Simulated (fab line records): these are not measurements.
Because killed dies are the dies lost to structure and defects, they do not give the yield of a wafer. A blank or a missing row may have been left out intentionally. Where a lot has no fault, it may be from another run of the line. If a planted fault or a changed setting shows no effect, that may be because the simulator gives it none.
fab line records	flow n5_finfet
[record] lots = 3	wafers = 9	last_day = 18
route steps=1938 shown BEOL_M2@911 BEOL_M3@931 BEOL_M4@1111 PASSIVATION@1936
lots that met no fault: from a run of the same line without faults
start_h: the number of hours between the record's first day and the start of the first shown wafer of the lot	wait_h: time in hours since the lot's previous step	" identical to the entry in the row above	L1.1+2: several wafers, shown together as one row	- no value, or no start given	* or withheld: withheld	< > ~ a bound
route shown NAME@n: NAME is a module with steps in the file, n the number in the route of the first one	usual: average and standard deviation across the fault-free wafers	same: alike in all rows	chamber/n: place in a boat	sites: per-site readings	_std_site: standard deviation across them	_edge_site: outer sites' mean less inner sites'	radius_mm: how far each site lies from the wafer's centre	mask NAME#n: copy n	behind: the last tool/chamber to shape the wafer	hold: the reason the lot was held/the length of the hold in hours/how it ended	device: whichever transistor did not switch (one of n, p or np)	end of line: at the end of the route, the tests of the same wafers	for a step that has no rows: nothing shown but its recipe	killed: not the wafer's yield, but the dies lost to structure and defects at the first sort	map: the dies of a wafer, with x for killed, . for not killed, _ for no die there
set.NAME: setting as actually run; set.NAME@STEP: the setting as run at that earlier step	model.NAME: the simulator's own value behind a step, which no gauge read
lots at some steps of the route; a table a step, a row a wafer
services: from which hour (start_h, from the record's first day; less than 0 if before it) a tool's chamber was out of use, for how many hours, and why
[[steps]]
[step N5_BEOL_M2_ANNEAL_87]
[recipe] temp_c = 400	time_s = 240	ambient = vacuum
[step N5_BEOL_M2_SPUTTER_88]
[recipe] material = Cu	target_thk_a = 45	temp_c = -20	chamber_pressure_pa = 0.07	power_w = withheld	time_s = 8.29
[step N5_BEOL_M2_ANNEAL_89]
[recipe] temp_c = 400	time_s = 240	ambient = vacuum
[step N5_BEOL_M2_SPUTTER_90]
[recipe] material = Cu	target_thk_a = 45	temp_c = -20	chamber_pressure_pa = 0.07	power_w = withheld	time_s = 8.29
[step N5_BEOL_M2_ANNEAL_91]
[recipe] temp_c = 400	time_s = 240	ambient = vacuum
[step N5_BEOL_M2_SPUTTER_92]
[recipe] material = Cu	target_thk_a = 45	temp_c = -20	chamber_pressure_pa = 0.07	power_w = withheld	time_s = 8.29
[step N5_BEOL_M2_ANNEAL_93]
[recipe] temp_c = 400	time_s = 240	ambient = vacuum
[step N5_BEOL_M2_SPUTTER_94]
[recipe] material = Cu	target_thk_a = 45	temp_c = -20	chamber_pressure_pa = 0.07	power_w = withheld	time_s = 8.29
[step N5_BEOL_M2_ANNEAL_95]
[recipe] temp_c = 400	time_s = 240	ambient = vacuum
[step N5_BEOL_M2_SPUTTER_96]
[recipe] material = Cu	target_thk_a = 45	temp_c = -20	chamber_pressure_pa = 0.07	power_w = withheld	time_s = 8.29
[step N5_BEOL_M2_ECD_50]
[recipe] material = Cu	target_thk_a = 3000
[step N5_BEOL_M2_ANNEAL_51]
[recipe] temp_c = 225	time_s = 90	ambient = N2
[step N5_BEOL_M2_CMP_52]
[recipe] stop_on = SiOC	t_overpolish_s = 6.8	down_force_psi = 1	platen_rpm = 50	clearing_platen_down_force_psi = 1.5	clearing_platen_rpm = 50	post_cmp_clean = cu_alkaline	target_thk_nm = 40	clearing_platen_pad_velocity_m_s = 0.99484	pad_velocity_m_s = 0.99484
[usual] barrier_field_endpoint_s = 24.5/0.54	motor_current_A = 6.1/0.45	overpolish_run_s = 6.799/0.0092	platen_rpm = 50.00/0.033	time_to_endpoint_s = 61.5/2.3
lot.wafer	tool	chamber	start_h	wait_h	barrier_field_endpoint_s	motor_current_A	overpolish_run_s	platen_rpm	time_to_endpoint_s	model.SiOC_of_BEOL_M2_ILD_DEP_00.thk_nm
L107.4	cmp-02	3	210.17	0.3	41.1	6.1	0.033	50.01	81.9	79
L107.2	"	0	"	"	24.0	6.5	6.789	50.03	60.6	75.6
L107.6	"	3	"	"	24.4	6.3	6.793	49.98	59.5	77.2
L116.3	cmp-03	2	281.64	0.2	24.6	5.2	6.803	49.96	63.1	75.4
L116.1	"	1	"	"	25.0	6.0	6.798	50.02	64.7	76.2
L116.5	"	2	"	"	24.4	5.4	6.820	49.99	60.6	76.6
L118.4	cmp-02	0	290.66	0.1	25.3	6.5	6.806	49.98	65.3	75.6
L118.2	"	2	"	"	24.3	6.5	6.799	50.02	63.2	74.2
L118.6	"	0	"	"	24.7	6.6	6.802	49.96	62.1	76.6
[step N5_BEOL_M2_THK_MEAS_53]
[recipe] thk_meas_gauge = xrf	reads = Cu_of_BEOL_M2_ECD_50
[usual] M2_THK = 39.0/1.2
lot.wafer	tool	chamber	start_h	wait_h	M2_THK[nm]
L107.2	film_metro-01	-	210.42	-	39.2
L107.4	"	-	"	"	142.9
L107.6	"	-	"	"	38.4
L116.1	film_metro-02	-	281.93	-	36.2
L116.3	"	-	"	"	38.5
L116.5	"	-	"	"	38.8
L118.2	film_metro-02	-	290.96	-	38.5
L118.4	"	-	"	"	39.2
L118.6	"	-	"	"	39.5
[step N5_BEOL_M2_PRE_CLEAN_60]
[recipe] gas = NH3/H2	time_s = 15	temp_c = *	rf_power_w = 300
[step N5_BEOL_M2_CO_CAP_55]
[recipe] material = Co	target_thk_a = 20	temp_c = 200	precursor = CCTBA/H2	pressure_torr = 30	time_s = 102.1
[step N5_BEOL_M2_PRE_CLEAN_56]
[recipe] gas = NH3	time_s = 15	temp_c = withheld	rf_power_w = 300
[step N5_BEOL_M2_DEP_57]
[recipe] material = SiCN	target_thk_a = 80	temp_c = withheld	precursor = 3MS/NH3	pressure_torr = 3	rf_w = 202	time_s = 14
[step N5_BEOL_M2_INSPECT_59]
[recipe] inspect_instrument = darkfield	mode = post_dep
[usual] raw_defect_count = 67/20
lot.wafer	tool	chamber	start_h	wait_h	raw_defect_count
L107.2	defect_inspect-02	-	210.71	0.0	93
L107.4	"	-	"	"	5688
L107.6	"	-	"	"	95
L116.1	defect_inspect-02	-	282.22	0.0	148
L116.3	"	-	"	"	60
L116.5	"	-	"	"	137
L118.2	defect_inspect-02	-	291.24	0.0	65
L118.4	"	-	"	"	50
L118.6	"	-	"	"	36
[step N5_BEOL_M3_ILD_DEP_00]
[recipe] material = SiOC	target_thk_a = 790	temp_c = 350	precursor = DEMS/O2	pressure_torr = 5	rf_w = 500	time_s = 15.3
[step N5_BEOL_M3_PECVD_72]
[recipe] material = SiO2	target_thk_a = 160	temp_c = 400	precursor = TEOS/O2	pressure_torr = 5.5	rf_w = 450	teos_flow_sccm = 53.8	gas = O2	flow_sccm = 3000	time_s = 18
[step N5_BEOL_M3_HM_DEP_02]
[recipe] material = TiN	target_thk_a = 200	temp_c = 25	chamber_pressure_pa = 0.49996
[step N5_BEOL_M3_COAT_61]
[recipe] resist = SOC	temp_c = 250	time_s = 60	spin_rpm = 1500	resist_thk_nm = 60
[step N5_BEOL_M3_COAT_62]
[recipe] resist = SiARC	temp_c = 220	time_s = 60	spin_rpm = 1500	resist_thk_nm = 12
[step N5_BEOL_M3_COAT_73]
[recipe] resist = underlayer	temp_c = 205	time_s = 60	spin_rpm = 1500	resist_thk_nm = 5
[step N5_BEOL_M3_COAT_05]
[recipe] resist = CAR-EUV	spin_rpm = 1500	resist_thk_nm = 30
[step N5_BEOL_M3_EBR_07]
[recipe] solvent = PGMEA	ebr_width_mm = 1.5
[step N5_BEOL_M3_SOFTBAKE_06]
[recipe] temp_c = 110	time_s = 60	resist = CAR-EUV
[step N5_BEOL_M3_EXPOSE_08]
[recipe] mask_id = M3	na = 0.33	source_shape = dipole	sigma_inner = 0.369	sigma_outer = 0.767	polarization = unpolarized	dose_mj = 33
[step N5_BEOL_M3_PEB_09]
[recipe] peb_temp_c = 100	peb_time_s = 60	resist = CAR-EUV
[step N5_BEOL_M3_DEVELOP_10]
[recipe] develop_time_s = 30	developer = TMAH	resist = CAR-EUV	rinse_liquid = surfactant_rinse	dry = air_spin	dev_temp_c = 23
[step N5_BEOL_M3_DESCUM_16]
[recipe] chemistry = O2	time_s = 7	source_power_w = 50	bias_power_w = 20	pressure_mtorr = 20	rf_frequency_hz = 2.712e+07	temp_c = 40	resist = CAR-EUV	o2_flow_sccm = 225
[step N5_BEOL_M3_ETCH_74]
[recipe] chemistry = N2/H2	target = underlayer	target_depth_a = 65	mask_material = CAR-EUV	time_s = 5.2	ion_energy_ev = 200	pressure_mtorr = 30	source_w = 840	bias_w = 150	n2_flow_sccm = 200	h2_flow_sccm = 200	ends = cleared
[step N5_BEOL_M3_ETCH_63]
[recipe] chemistry = CF4	target = SiARC	target_depth_a = 156	mask_material = CAR-EUV	time_s = 26	ion_energy_ev = 80	pressure_mtorr = 40	source_w = 545	bias_w = 36	Ar_flow_sccm = 100	cf4_flow_sccm = 100	ends = cleared
[step N5_BEOL_M3_ETCH_64]
[recipe] chemistry = N2/H2	target = SOC	target_depth_a = 750	overetch_a = 150	mask_material = SiARC	temp_c = 40	time_s = 112.5	ion_energy_ev = 200	pressure_mtorr = 30	source_w = 840	bias_w = 150	n2_flow_sccm = 200	h2_flow_sccm = 200
[step N5_BEOL_M3_STRIP_65]
[recipe] chemistry = N2/H2	temp_c = 40	n2_flow_sccm = 200	h2_flow_sccm = 200	rf_frequency_hz = 6e+07
[step N5_BEOL_M3_STRIP_75]
[recipe] chemistry = N2/H2	temp_c = 40	n2_flow_sccm = 200	h2_flow_sccm = 200	rf_frequency_hz = 6e+07
[step N5_BEOL_M4_RC_MEAS_101]
[usual] DIBL_N = 36.4/1.2	DIBL_P = 36.1/1.6	IOFF_N = 0.156/0.024	IOFF_P = 0.21/0.031	ION_N = 674/11	ION_P = 463/6.9	SS_N = 71.5/0.5	SS_P = 73.2/0.55	VT_N = 250.0/2.9	VT_P = -250/3.6
lot.wafer	tool	chamber	start_h	wait_h	DIBL_N[mV/V]	DIBL_P[mV/V]	IOFF_N[nA/um]	IOFF_P[nA/um]	ION_N[uA/um]	ION_P[uA/um]	SS_N[mV/dec]	SS_P[mV/dec]	VT_N[mV]	VT_P[mV]
L107.2	prober-01	0	227.44	0.2	35.3	34.5	0.137	0.20	660	460	71.8	72.8	252.2	-252
L107.6	"	0	"	"	35.7	34.9	0.156	0.21	666	457	71.6	73.5	250.9	-250
L116.1	prober-02	0	300.83	0.0	36.3	35.0	0.132	0.18	678	460	70.2	72.7	252.7	-253
L116.3	"	0	"	"	35.9	34.9	0.130	0.17	667	454	71.5	72.4	253.0	-257
L116.5	"	0	"	"	36.5	35.0	0.133	0.18	671	462	71.3	73.5	252.2	-254
L118.2	prober-01	0	314.90	0.2	37.0	36.9	0.183	0.20	695	463	72.7	73.8	246.0	-251
L118.4	"	0	"	"	36.7	36.2	0.167	0.18	680	458	71.1	73.9	249.4	-254
L118.6	"	0	"	"	35.6	35.2	0.154	0.17	679	457	72.1	73.0	247.6	-254
[step N5_PASSIVATION_PROBE_49]
[usual] defect_limited_yield = 91.4/1.5	killed_at_M0_to_M3 = 31/11	killed_at_M4_up = 13/5.5	killed_at_contacts = 13/6.3	killed_at_front_end = 40/13	killed_at_other = 3.3/2.6	killed_dies = 101/18	killed_on_rim = 13/4	killed_open = 67/13	killed_short = 33/7.9	sort_bin_5_function = 5.1/1	sort_bin_6_memory = 3.2/0.68	sort_n_pass = 1079/18	sort_yield_pct = 91.4/1.5
[same] gross_dies = 1180	killed_at_back_side = 0	sort_bin_4_leakage[%] = 0	sort_bin_8_speed[%] = 0
lot.wafer	tool	chamber	start_h	wait_h	defect_limited_yield[%]	killed_at_M0_to_M3	killed_at_M4_up	killed_at_contacts	killed_at_front_end	killed_at_other	killed_dies	killed_on_rim	killed_open	killed_short	sort_bin_5_function[%]	sort_bin_6_memory[%]	sort_n_pass	sort_yield_pct[%]
L107.4	prober-02	-	333.53	0.2	0	1097	16	18	43	6	1180	152	82	38	6.3	3.6	0	0
L116.1	prober-02	-	406.13	0.2	91.2	42	18	5	38	1	104	13	67	37	5.6	3.0	1076	91.2
L116.3	prober-02	-	406.23	0.3	92.7	32	20	4	28	2	86	11	69	15	4.7	2.5	1094	92.7
L116.5	prober-02	-	406.33	0.4	91.0	52	15	3	35	1	106	17	70	36	4.8	3.7	1074	91.0
// killed by level:class
L107.4 BEOL_M2:area_cmp=1060 MOL_CONTACT_COAG:geometric_particle:open=17 FIN_SAQP:geometric_particle:open=15 FIN_SAQP:geometric_particle:short=11 BEOL_M0_SAQP:geometric_particle:short=9 BEOL_M3:geometric_particle:open=8 BEOL_M5:geometric_particle:open=6 BEOL_M0_SAQP:geometric_particle:open=6
L116.1 BEOL_M0_SAQP:geometric_particle:open=12 ILD0:geometric_particle:open=8 BEOL_M2:geometric_particle:open=8 BEOL_M1:geometric_particle:short=7 BEOL_M0_SAQP:geometric_particle:short=6 GATE_CUT:geometric_particle:short=5 MOL_CONTACT_COAG:geometric_particle:open=5 BEOL_M5:geometric_particle:open=5
L116.3 BEOL_M2:geometric_particle:open=10 BEOL_M1:geometric_particle:open=7 BEOL_M7:geometric_particle:open=6 BEOL_M0:geometric_particle:open=5 DUMMY_GATE:geometric_particle:open=4 GATE_CUT:geometric_particle:open=4 BEOL_M0_SAQP:geometric_particle:open=4 BEOL_M5:geometric_particle:open=4
L116.5 BEOL_M3:geometric_particle:open=15 BEOL_M1:geometric_particle:open=11 BEOL_M2:geometric_particle:open=11 GATE_CUT:geometric_particle:short=8 GATE_CUT:geometric_particle:open=6 BEOL_M0_SAQP:geometric_particle:short=6 BEOL_M4:geometric_particle:open=6 STARTING-WAFER:geometric_particle:short=5
// map L107.4 (x killed, . not)
_________________xxxxxxxxxxxx________________
______________xxxxxxxxxxxxxxxxxx_____________
___________xxxxxxxxxxxxxxxxxxxxxxxx__________
__________xxxxxxxxxxxxxxxxxxxxxxxxxx_________
________xxxxxxxxxxxxxxxxxxxxxxxxxxxxxx_______
_______xxxxxxxxxxxxxxxxxxxxxxxxxxxxxxxx______
______xxxxxxxxxxxxxxxxxxxxxxxxxxxxxxxxxx_____
_____xxxxxxxxxxxxxxxxxxxxxxxxxxxxxxxxxxxx____
____xxxxxxxxxxxxxxxxxxxxxxxxxxxxxxxxxxxxxx___
___xxxxxxxxxxxxxxxxxxxxxxxxxxxxxxxxxxxxxxxx__
___xxxxxxxxxxxxxxxxxxxxxxxxxxxxxxxxxxxxxxxx__
__xxxxxxxxxxxxxxxxxxxxxxxxxxxxxxxxxxxxxxxxxx_
__xxxxxxxxxxxxxxxxxxxxxxxxxxxxxxxxxxxxxxxxxx_
_xxxxxxxxxxxxxxxxxxxxxxxxxxxxxxxxxxxxxxxxxxxx
_xxxxxxxxxxxxxxxxxxxxxxxxxxxxxxxxxxxxxxxxxxxx
_xxxxxxxxxxxxxxxxxxxxxxxxxxxxxxxxxxxxxxxxxxxx
_xxxxxxxxxxxxxxxxxxxxxxxxxxxxxxxxxxxxxxxxxxxx
_xxxxxxxxxxxxxxxxxxxxxxxxxxxxxxxxxxxxxxxxxxxx
_xxxxxxxxxxxxxxxxxxxxxxxxxxxxxxxxxxxxxxxxxxxx
_xxxxxxxxxxxxxxxxxxxxxxxxxxxxxxxxxxxxxxxxxxxx
_xxxxxxxxxxxxxxxxxxxxxxxxxxxxxxxxxxxxxxxxxxxx
__xxxxxxxxxxxxxxxxxxxxxxxxxxxxxxxxxxxxxxxxxx_
__xxxxxxxxxxxxxxxxxxxxxxxxxxxxxxxxxxxxxxxxxx_
___xxxxxxxxxxxxxxxxxxxxxxxxxxxxxxxxxxxxxxxx__
___xxxxxxxxxxxxxxxxxxxxxxxxxxxxxxxxxxxxxxxx__
____xxxxxxxxxxxxxxxxxxxxxxxxxxxxxxxxxxxxxx___
_____xxxxxxxxxxxxxxxxxxxxxxxxxxxxxxxxxxxx____
______xxxxxxxxxxxxxxxxxxxxxxxxxxxxxxxxxx_____
_______xxxxxxxxxxxxxxxxxxxxxxxxxxxxxxxx______
________xxxxxxxxxxxxxxxxxxxxxxxxxxxxxx_______
__________xxxxxxxxxxxxxxxxxxxxxxxxxx_________
___________xxxxxxxxxxxxxxxxxxxxxxxx__________
______________xxxxxxxxxxxxxxxxxx_____________
_________________xxxxxxxxxxxx________________
// map L118.2 (x killed, . not)
_________________............________________
______________...x.............._____________
___________.x..x...x...............__________
__________....x..xx....x............_________
________..x.........x.........xxx..xx._______
_______..x....x........................______
______.....x........x.xx..x............x_____
_____.........................x..........____
____..x.............x.....x.....x......x..___
___.....x.....................x............__
___........x........x....x....x...x......x.__
__......................x.......x..........._
__.............x.x.....x...............x...._
_..x......x........................xx........
_....x..x......x.......xx......x.............
_x...x............x..........x...x..x........
_...x.........x.x.......x....................
_......x......x..................x.....x.....
_x..................x.........x.x..x.........
_...x.......x........x............x.x........
_...x..x....x...x.......x..........x..x......
__......x.....x................x.........x.._
__........x...x.....x..............xxx......_
___...x.................x.x.....x.......x..__
___....x.................................x.__
____...........x....................x...x.___
_____xx................x.........x.......____
______.............x.............x......_____
_______......x..x.......x............x.______
________............x................._______
__________.........x.........x......_________
___________xx.......x.........x....__________
______________x.......x........._____________
_________________.xxx........________________
[[services]]
tool	chamber	start_h	hours	kind
cmp-03	-	208.50	1.8	repair
cmp-03	-	234.58	4.0	pm
cmp-03	-	238.58	-	consumable_replace:conditioner
cmp-03	-	238.58	-	consumable_replace:pad
cmp-03	-	263.00	0.4	repair
[[key]]
[first_sign] step = N5_BEOL_M2_CMP_52	reading = overpolish_run_s	direction = down	sigmas = 99+	usual = 6.799	struck = 0.033
[effect] step = N5_BEOL_M2_CMP_52	reading = barrier_field_endpoint_s	direction = up	sigmas = 31	usual = 24.5	struck = 41.1
[effect] step = N5_BEOL_M2_THK_MEAS_53	reading = M2_THK	direction = up	sigmas = 87	usual = 39.0	struck = 142.9
[effect] step = N5_BEOL_M2_INSPECT_59	reading = raw_defect_count	direction = up	sigmas = 99+	usual = 67	struck = 5688
[effect] step = N5_PASSIVATION_PROBE_49	reading = killed_at_M0_to_M3	direction = up	sigmas = 99+	usual = 31	struck = 1097
[model_effect] step = N5_BEOL_M2_CMP_52	value = SiOC_of_BEOL_M2_ILD_DEP_00.thk_nm	without = 77.4	struck = 79
[more_kills_born_at] N5_BEOL_M2_CMP_52@cmp-02 = 1060
met_at N5_BEOL_M2_CMP_52
struck_wafers L107.4
later_rows_left_out L107.4
[fault] kind = process_parameter_drift	tool = cmp-02	chamber = -	onset_h = 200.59	steps = N5_BEOL_M2_CMP_52	channel = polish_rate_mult	offset = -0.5	shape = step	end_h = 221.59	scope = struck_wafers_only
// later_rows_left_out: the simulator's readings of these wafers behind a module that went badly wrong aren't trusted and aren't shown, but for the sort
